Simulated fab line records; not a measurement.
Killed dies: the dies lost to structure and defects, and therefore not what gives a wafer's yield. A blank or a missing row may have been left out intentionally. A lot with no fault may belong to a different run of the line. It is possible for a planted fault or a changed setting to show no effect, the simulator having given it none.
fab line records :: flow nandHarc
record:
  lots: 6
  wafers: 18
  lastDay: 24
route steps=1159 shown A_WL_FILL@839 A_CONTACT@840
lots that met no fault: taken from a fault-free run of the same line
startH: hours from the record's first day to the start of the lot's first wafer shown :: waitH: hours from the lot's prior step to this one :: " the same as in the row above :: L1.1+2: several wafers, shown together as one row :: - either no value or no given start :: * or withheld: withheld :: < > ~ a bound
route shown NAME@n: a module of which the file shows steps, and the number in the route of the first :: usual: mean/standard deviation taken from wafers without a fault :: same: alike in all rows :: chamber/n: place in a boat :: sites: per-site readings :: _std_site: standard deviation of those values :: _edge_site: inner sites' mean taken away from outer sites' mean :: radiusMm: for every site, how far away it sits from the centre of the wafer :: mask NAME#n: copy n :: behind: the last tool/chamber to shape the wafer :: hold: what put the lot on hold/how long, in hours/how the hold closed :: device: which transistor (n, p or np) failed to switch :: end of line: tests of these same wafers at the route's end :: step lacking rows: just its recipe :: killed: at the first sort, the dies lost to defects and structure; wafer yield is something else :: map: per-die view of a wafer (x killed, . not killed, _ where there is no die)
set.NAME: the setting as run; set.NAME@STEP: as run at that earlier step :: model.NAME: the simulator's own value behind a step, which no gauge read
a table for each step, a row for each wafer; lots at some steps of the route
services: the hour from which a tool's chamber was out of use, counted from the record's first day as startH (under 0 if before that day), plus the number of hours and why
== steps ==
step: NHARC_A_WL_FILL_INSPECT_15
usual:
  rawDefectCount: 371/110
lot.wafer: L644.1
tool: defectInspect-01
chamber: -
startH: 419.81
waitH: 0.0
rawDefectCount: 225

lot.wafer: L644.2
tool: defectInspect-01
chamber: -
startH: 419.81
waitH: 0.0
rawDefectCount: 306

lot.wafer: L644.5
tool: defectInspect-01
chamber: -
startH: 419.81
waitH: 0.0
rawDefectCount: 302

lot.wafer: L646.2
tool: defectInspect-02
chamber: -
startH: 424.53
waitH: 0.0
rawDefectCount: 277

lot.wafer: L646.4
tool: defectInspect-02
chamber: -
startH: 424.53
waitH: 0.0
rawDefectCount: 349

lot.wafer: L646.5
tool: defectInspect-02
chamber: -
startH: 424.53
waitH: 0.0
rawDefectCount: 520

lot.wafer: L651.3
tool: defectInspect-02
chamber: -
startH: 449.82
waitH: 0.0
rawDefectCount: 651

lot.wafer: L651.5
tool: defectInspect-02
chamber: -
startH: 449.82
waitH: 0.0
rawDefectCount: 404

lot.wafer: L651.6
tool: defectInspect-02
chamber: -
startH: 449.82
waitH: 0.0
rawDefectCount: 482

lot.wafer: L656.2
tool: defectInspect-02
chamber: -
startH: 480.80
waitH: 0.0
rawDefectCount: 317

lot.wafer: L656.3
tool: defectInspect-02
chamber: -
startH: 480.80
waitH: 0.0
rawDefectCount: 382

lot.wafer: L656.4
tool: defectInspect-02
chamber: -
startH: 480.80
waitH: 0.0
rawDefectCount: 399

lot.wafer: L655.3
tool: defectInspect-02
chamber: -
startH: 480.87
waitH: 0.0
rawDefectCount: 628

lot.wafer: L655.4
tool: defectInspect-02
chamber: -
startH: 480.87
waitH: 0.0
rawDefectCount: 300

lot.wafer: L655.5
tool: defectInspect-02
chamber: -
startH: 480.87
waitH: 0.0
rawDefectCount: 712

lot.wafer: L658.1
tool: defectInspect-02
chamber: -
startH: 485.59
waitH: 0.0
rawDefectCount: 436

lot.wafer: L658.3
tool: defectInspect-02
chamber: -
startH: 485.59
waitH: 0.0
rawDefectCount: 421

lot.wafer: L658.5
tool: defectInspect-02
chamber: -
startH: 485.59
waitH: 0.0
rawDefectCount: 367
step: NHARC_A_CONTACT_DEP_24
recipe:
  targetThkA: 5000
  tempC: 400
  pressureTorr: 6.5
  rfW: 900
  teosFlowSccm: 161.4
  flowSccm: 2650
  targetThkNm: 500
  gas: O2
  material: SiO2
usual:
  chamberPressureTorr: 6.497/0.013
  heaterPowerW: 520/84
  throttleValvePct: 16.0/0.44
lot.wafer: L644.2
tool: pecvd-04
chamber: 1
startH: 420.10
waitH: 0.3
chamberPressureTorr: 6.485
heaterPowerW: 450
throttleValvePct: 15.6

lot.wafer: L644.1
tool: pecvd-04
chamber: 2
startH: 420.10
waitH: 0.3
chamberPressureTorr: 6.485
heaterPowerW: 491
throttleValvePct: 16.0

lot.wafer: L644.5
tool: pecvd-04
chamber: 2
startH: 420.10
waitH: 0.3
chamberPressureTorr: 6.492
heaterPowerW: 516
throttleValvePct: 16.3

lot.wafer: L646.2
tool: pecvd-02
chamber: 2
startH: 424.60
waitH: 0.1
chamberPressureTorr: 6.495
heaterPowerW: 610
throttleValvePct: 16.5

lot.wafer: L646.5
tool: pecvd-02
chamber: 2
startH: 424.60
waitH: 0.1
chamberPressureTorr: 6.509
heaterPowerW: 627
throttleValvePct: 16.4

lot.wafer: L646.4
tool: pecvd-02
chamber: 1
startH: 424.60
waitH: 0.1
chamberPressureTorr: 6.506
heaterPowerW: 490
throttleValvePct: 15.5

lot.wafer: L651.3
tool: pecvd-01
chamber: 0
startH: 450.03
waitH: 0.2
chamberPressureTorr: 6.501
heaterPowerW: 609
throttleValvePct: 16.0

lot.wafer: L651.5
tool: pecvd-01
chamber: 1
startH: 450.03
waitH: 0.2
chamberPressureTorr: 6.506
heaterPowerW: 531
throttleValvePct: 16.5

lot.wafer: L651.6
tool: pecvd-01
chamber: 2
startH: 450.03
waitH: 0.2
chamberPressureTorr: 6.497
heaterPowerW: 717
throttleValvePct: 15.4

lot.wafer: L656.3
tool: pecvd-02
chamber: 2
startH: 481.04
waitH: 0.2
chamberPressureTorr: 6.496
heaterPowerW: 560
throttleValvePct: 16.0

lot.wafer: L656.2
tool: pecvd-02
chamber: 0
startH: 481.04
waitH: 0.2
chamberPressureTorr: 6.461
heaterPowerW: 510
throttleValvePct: 16.5

lot.wafer: L656.4
tool: pecvd-02
chamber: 2
startH: 481.04
waitH: 0.2
chamberPressureTorr: 6.492
heaterPowerW: 585
throttleValvePct: 16.5

lot.wafer: L655.3
tool: pecvd-04
chamber: 1
startH: 481.33
waitH: 0.5
chamberPressureTorr: 6.504
heaterPowerW: 446
throttleValvePct: 15.5

lot.wafer: L655.4
tool: pecvd-04
chamber: 0
startH: 481.33
waitH: 0.5
chamberPressureTorr: 6.486
heaterPowerW: 335
throttleValvePct: 15.9

lot.wafer: L655.5
tool: pecvd-04
chamber: 1
startH: 481.33
waitH: 0.5
chamberPressureTorr: 6.506
heaterPowerW: 448
throttleValvePct: 15.4

lot.wafer: L658.1
tool: pecvd-01
chamber: 1
startH: 485.74
waitH: 0.1
chamberPressureTorr: 6.506
heaterPowerW: 468
throttleValvePct: 16.8

lot.wafer: L658.3
tool: pecvd-01
chamber: 2
startH: 485.74
waitH: 0.1
chamberPressureTorr: 6.503
heaterPowerW: 669
throttleValvePct: 15.4

lot.wafer: L658.5
tool: pecvd-01
chamber: 1
startH: 485.74
waitH: 0.1
chamberPressureTorr: 6.511
heaterPowerW: 504
throttleValvePct: 16.9
step: NHARC_A_CONTACT_DEP_28
recipe:
  targetThkA: 36000
  tempC: 400
  material: aC
usual:
  throttleValvePct: 35.002/0.0093
lot.wafer: L644.1
tool: aclDep-01
chamber: 0
startH: 420.82
waitH: 0.2
throttleValvePct: 35.017

lot.wafer: L644.2
tool: aclDep-01
chamber: 0
startH: 420.82
waitH: 0.2
throttleValvePct: 34.993

lot.wafer: L644.5
tool: aclDep-01
chamber: 0
startH: 422.28
waitH: 1.7
throttleValvePct: 34.986

lot.wafer: L646.2
tool: aclDep-03
chamber: 0
startH: 425.57
waitH: 0.4
throttleValvePct: 35.012

lot.wafer: L646.4
tool: aclDep-03
chamber: 0
startH: 425.57
waitH: 0.4
throttleValvePct: 35.000

lot.wafer: L646.5
tool: aclDep-03
chamber: 0
startH: 425.57
waitH: 0.4
throttleValvePct: 34.996

lot.wafer: L651.3
tool: aclDep-03
chamber: 0
startH: 452.82
waitH: 2.2
throttleValvePct: 35.007

lot.wafer: L651.5
tool: aclDep-03
chamber: 0
startH: 452.82
waitH: 2.2
throttleValvePct: 35.018

lot.wafer: L651.6
tool: aclDep-03
chamber: 0
startH: 452.82
waitH: 2.2
throttleValvePct: 35.021

lot.wafer: L656.2
tool: aclDep-02
chamber: 0
startH: 483.74
waitH: 2.2
throttleValvePct: 35.017

lot.wafer: L656.3
tool: aclDep-02
chamber: 0
startH: 483.74
waitH: 2.2
throttleValvePct: 35.001

lot.wafer: L656.4
tool: aclDep-02
chamber: 0
startH: 483.74
waitH: 2.2
throttleValvePct: 34.995

lot.wafer: L655.3
tool: aclDep-03
chamber: 0
startH: 486.16
waitH: 4.3
throttleValvePct: 34.998

lot.wafer: L655.4
tool: aclDep-03
chamber: 0
startH: 486.16
waitH: 4.3
throttleValvePct: 34.998

lot.wafer: L655.5
tool: aclDep-03
chamber: 0
startH: 486.16
waitH: 4.3
throttleValvePct: 35.005

lot.wafer: L658.1
tool: aclDep-03
chamber: 0
startH: 489.38
waitH: 3.1
throttleValvePct: 34.992

lot.wafer: L658.3
tool: aclDep-03
chamber: 0
startH: 489.38
waitH: 3.1
throttleValvePct: 34.998

lot.wafer: L658.5
tool: aclDep-03
chamber: 0
startH: 489.38
waitH: 3.1
throttleValvePct: 35.004
step: NHARC_A_CONTACT_DEP_29
recipe:
  targetThkA: 700
  targetThkNm: 70
  tempC: 400
  pressureTorr: 3.5
  flowSccm: 200
  rfW: 350
  material: SiON
usual:
  chamberPressureTorr: 3.500/0.0076
  heaterPowerW: 733/79
lot.wafer: L644.2
tool: pecvd-02
chamber: 1
startH: 423.05
waitH: 1.5
chamberPressureTorr: 3.496
heaterPowerW: 672

lot.wafer: L644.1
tool: pecvd-02
chamber: 2
startH: 423.05
waitH: 1.5
chamberPressureTorr: 3.492
heaterPowerW: 815

lot.wafer: L644.5
tool: pecvd-02
chamber: 1
startH: 423.05
waitH: 1.5
chamberPressureTorr: 3.488
heaterPowerW: 684

lot.wafer: L646.2
tool: pecvd-02
chamber: 0
startH: 427.47
waitH: 1.5
chamberPressureTorr: 3.487
heaterPowerW: 760

lot.wafer: L646.5
tool: pecvd-02
chamber: 0
startH: 427.47
waitH: 1.5
chamberPressureTorr: 3.496
heaterPowerW: 751

lot.wafer: L646.4
tool: pecvd-02
chamber: 1
startH: 427.47
waitH: 1.5
chamberPressureTorr: 3.504
heaterPowerW: 700

lot.wafer: L651.3
tool: pecvd-04
chamber: 0
startH: 454.33
waitH: 1.2
chamberPressureTorr: 3.492
heaterPowerW: 610

lot.wafer: L651.6
tool: pecvd-04
chamber: 2
startH: 454.33
waitH: 1.2
chamberPressureTorr: 3.514
heaterPowerW: 783

lot.wafer: L651.5
tool: pecvd-04
chamber: 0
startH: 454.33
waitH: 1.2
chamberPressureTorr: 3.497
heaterPowerW: 618

lot.wafer: L656.2
tool: pecvd-02
chamber: 1
startH: 485.59
waitH: 1.5
chamberPressureTorr: 3.485
heaterPowerW: 730

lot.wafer: L656.3
tool: pecvd-02
chamber: 2
startH: 485.59
waitH: 1.5
chamberPressureTorr: 3.501
heaterPowerW: 869

lot.wafer: L656.4
tool: pecvd-02
chamber: 1
startH: 485.59
waitH: 1.5
chamberPressureTorr: 3.510
heaterPowerW: 732

lot.wafer: L655.3
tool: pecvd-04
chamber: 0
startH: 487.65
waitH: 1.1
chamberPressureTorr: 3.506
heaterPowerW: 657

lot.wafer: L655.5
tool: pecvd-04
chamber: 1
startH: 487.65
waitH: 1.1
chamberPressureTorr: 3.506
heaterPowerW: 634

lot.wafer: L655.4
tool: pecvd-04
chamber: 2
startH: 487.65
waitH: 1.1
chamberPressureTorr: 3.494
heaterPowerW: 696

lot.wafer: L658.3
tool: pecvd-04
chamber: 0
startH: 491.61
waitH: 1.1
chamberPressureTorr: 3.499
heaterPowerW: 548

lot.wafer: L658.1
tool: pecvd-04
chamber: 1
startH: 491.61
waitH: 1.1
chamberPressureTorr: 3.507
heaterPowerW: 588

lot.wafer: L658.5
tool: pecvd-04
chamber: 0
startH: 491.61
waitH: 1.1
chamberPressureTorr: 3.500
heaterPowerW: 553
step: NHARC_A_CONTACT_DEHYDRATE_32
recipe:
  tempC: 150
  timeS: 120
step: NHARC_A_CONTACT_HMDS_33
recipe:
  timeS: 30
step: NHARC_A_CONTACT_COAT_34
recipe:
  tempC: 260
  timeS: 75
step: NHARC_A_CONTACT_COAT_35
recipe:
  tempC: 225
  timeS: 65
step: NHARC_A_CONTACT_COAT_36
recipe:
  spinRpm: 1500
  resistThkNm: 90
step: NHARC_A_CONTACT_SOFTBAKE_37
recipe:
  tempC: 105
  timeS: 55
step: NHARC_A_CONTACT_EBR_38
step: NHARC_A_CONTACT_EXPOSE_39
recipe:
  na: 1.35
  sigmaOuter: 0.8
  doseMj: 58.79
  maskId: A_CC_3
usual:
  exposureDoseMJCm2: 58.73/0.054
  focusOffsetNm: 0.0/0.59
  na: 1.35/0
lot.wafer: L644.1
tool: arfiScanner-02
chamber: -
startH: 423.61
waitH: -
mask: A_CC_3#0
exposureDoseMJCm2: -
focusOffsetNm: -
na: -

lot.wafer: L644.2
tool: arfiScanner-02
chamber: -
startH: 423.61
waitH: -
mask: A_CC_3#0
exposureDoseMJCm2: -
focusOffsetNm: -
na: -

lot.wafer: L644.5
tool: arfiScanner-02
chamber: -
startH: 423.61
waitH: -
mask: A_CC_3#0
exposureDoseMJCm2: -
focusOffsetNm: -
na: -

lot.wafer: L646.2
tool: arfiScanner-02
chamber: -
startH: 427.89
waitH: -
mask: A_CC_3#0
exposureDoseMJCm2: -
focusOffsetNm: -
na: -

lot.wafer: L646.4
tool: arfiScanner-02
chamber: -
startH: 427.89
waitH: -
mask: A_CC_3#0
exposureDoseMJCm2: -
focusOffsetNm: -
na: -

lot.wafer: L646.5
tool: arfiScanner-02
chamber: -
startH: 427.89
waitH: -
mask: A_CC_3#0
exposureDoseMJCm2: -
focusOffsetNm: -
na: -

lot.wafer: L651.3
tool: arfiScanner-02
chamber: 0
startH: 455.00
waitH: -
mask: A_CC_3#0
exposureDoseMJCm2: 58.65
focusOffsetNm: 0.4
na: 1.35

lot.wafer: L651.5
tool: arfiScanner-02
chamber: 0
startH: 455.00
waitH: -
mask: A_CC_3#0
exposureDoseMJCm2: 58.68
focusOffsetNm: 1.2
na: 1.35

lot.wafer: L651.6
tool: arfiScanner-02
chamber: 0
startH: 455.00
waitH: -
mask: A_CC_3#0
exposureDoseMJCm2: 58.73
focusOffsetNm: 1.1
na: 1.35

lot.wafer: L656.2
tool: arfiScanner-01
chamber: 0
startH: 486.18
waitH: -
mask: A_CC_3#0
exposureDoseMJCm2: 58.67
focusOffsetNm: -0.5
na: 1.35

lot.wafer: L656.3
tool: arfiScanner-01
chamber: 0
startH: 486.18
waitH: -
mask: A_CC_3#0
exposureDoseMJCm2: 58.65
focusOffsetNm: -1.3
na: 1.35

lot.wafer: L656.4
tool: arfiScanner-01
chamber: 0
startH: 486.18
waitH: -
mask: A_CC_3#0
exposureDoseMJCm2: 58.78
focusOffsetNm: -0.5
na: 1.35

lot.wafer: L655.3
tool: arfiScanner-01
chamber: 0
startH: 488.12
waitH: -
mask: A_CC_3#0
exposureDoseMJCm2: 58.76
focusOffsetNm: 0.2
na: 1.35

lot.wafer: L655.4
tool: arfiScanner-01
chamber: 0
startH: 488.12
waitH: -
mask: A_CC_3#0
exposureDoseMJCm2: 58.72
focusOffsetNm: -0.1
na: 1.35

lot.wafer: L655.5
tool: arfiScanner-01
chamber: 0
startH: 488.12
waitH: -
mask: A_CC_3#0
exposureDoseMJCm2: 58.74
focusOffsetNm: -0.4
na: 1.35

lot.wafer: L658.1
tool: arfiScanner-02
chamber: 0
startH: 492.17
waitH: -
mask: A_CC_3#0
exposureDoseMJCm2: 58.78
focusOffsetNm: 0.7
na: 1.35

lot.wafer: L658.3
tool: arfiScanner-02
chamber: 0
startH: 492.17
waitH: -
mask: A_CC_3#0
exposureDoseMJCm2: 58.78
focusOffsetNm: -0.2
na: 1.35

lot.wafer: L658.5
tool: arfiScanner-02
chamber: 0
startH: 492.17
waitH: -
mask: A_CC_3#0
exposureDoseMJCm2: 58.76
focusOffsetNm: -0.6
na: 1.35
step: NHARC_A_CONTACT_PEB_40
recipe:
  pebTempC: 100
  pebTimeS: 65
== services ==
tool: arfiScanner-01
chamber: 0
startH: 399.04
hours: -
kind: calibration

tool: arfiScanner-01
chamber: -
startH: 405.12
hours: 4.0
kind: pm

tool: aclDep-03
chamber: -
startH: 405.95
hours: 13.0
kind: pm

tool: arfiScanner-02
chamber: 0
startH: 406.23
hours: -
kind: calibration

tool: pecvd-01
chamber: -
startH: 418.00
hours: 13.0
kind: pm

tool: pecvd-01
chamber: 0
startH: 418.00
hours: 13.0
kind: ventCycle

tool: pecvd-01
chamber: 1
startH: 418.00
hours: 13.0
kind: ventCycle

tool: pecvd-01
chamber: 2
startH: 418.00
hours: 13.0
kind: ventCycle

tool: arfiScanner-02
chamber: -
startH: 428.00
hours: 4.0
kind: pm

tool: pecvd-01
chamber: 0
startH: 431.00
hours: -
kind: clean

tool: pecvd-01
chamber: 1
startH: 431.00
hours: -
kind: clean

tool: pecvd-01
chamber: 2
startH: 431.00
hours: -
kind: clean

tool: pecvd-04
chamber: 1
startH: 447.21
hours: 6.6
kind: repair

tool: arfiScanner-02
chamber: -
startH: 456.99
hours: 0.5
kind: repair

tool: pecvd-01
chamber: 0
startH: 467.49
hours: 1.9
kind: repair

tool: aclDep-01
chamber: -
startH: 476.86
hours: 13.0
kind: pm

tool: arfiScanner-02
chamber: -
startH: 489.16
hours: 1.1
kind: repair
== key ==
firstSign:
  step: NHARC_A_CONTACT_EXPOSE_39
  reading: toolRecord
  direction: missing
effect none on later readings
metAt NHARC_A_CONTACT_EXPOSE_39
struckWafers L644.1,L644.2,L644.5,L646.2,L646.4,L646.5
laterRowsLeftOut L644.1,L644.2,L644.5,L646.2,L646.4,L646.5
sortLeftOut L644.1,L644.2,L644.5,L646.2,L646.4,L646.5
testerLeftOut L644,L646
fault:
  kind: skippedStepWhole
  tool: arfiScanner-02
  chamber: -
  onsetH: 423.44
  steps: NHARC_A_CONTACT_EXPOSE_39
  scope: struckLotsOnly
testerLeftOut: of these lots the tester's yield and bins aren't shown, on N5 and GAA mostly nor the transistor test; their killed dies are dies lost to structure and defects alone, not to doping, threshold or leakage, so they don't give the yield
sortLeftOut: the simulated sort isn't trusted on such a fault, so these wafers' sort isn't shown, and their yield isn't known
laterRowsLeftOut: the simulator's readings of these wafers behind a module that went badly wrong aren't trusted and aren't shown, but for the sort
